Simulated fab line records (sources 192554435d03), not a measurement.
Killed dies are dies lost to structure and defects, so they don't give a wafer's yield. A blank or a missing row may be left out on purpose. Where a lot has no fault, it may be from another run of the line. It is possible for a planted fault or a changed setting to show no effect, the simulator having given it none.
Matching of chambers -- flow n5 finfet -- N5_BEOL_M0_SAQP_SPACER2_ALD_26 on ald sin-03: 4 sister chambers
The step deposits SiO2, target thk 15 nm, pulse time 1 s, purge time 2 s. 4 wafers are shown with their chamber, then 8 later ones without.

== WAFERS, EACH WITH ITS CHAMBER ==
wafer,chamber,heater power w (W)
L076.4,1,557
L081.5,2,388
L081.6,3,496
L082.1,0,418

== WAFERS WITH NO CHAMBER GIVEN ==
wafer,heater power w (W)
L082.2,492
L082.5,492
L086.1,497
L086.2,575
L086.4,395
L094.3,420
L094.4,400
L094.5,424

== CHAMBER TAKEN BY EACH ==
wafer,from the rows above,in truth
L082.2,3,3
L082.5,3,3
L086.1,3,3
L086.2,1,1
L086.4,can't be placed: 2 or 0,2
L094.3,0,0
L094.4,can't be placed: 2 or 0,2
L094.5,0,0
Correctly placed: 6 of 8. Unplaceable from these rows: 2, with the true chamber sitting among the candidates in 2. Wrongly placed: 0.
How it was worked out, from the rows above alone: a wafer's distance from a chamber is the root of the sum, over the readings, of the square of ((its reading less the chamber's mean) divided by the reading's scatter). If the next closest chamber is less than 2 further off than the closest, the wafer can't be placed; otherwise it belongs to the closest. For every chamber, the mean is computed from those of its wafers that are shown. The scatter: root of mean squared gap, hidden wafer to nearest shown wafer, with one shown wafer a chamber.
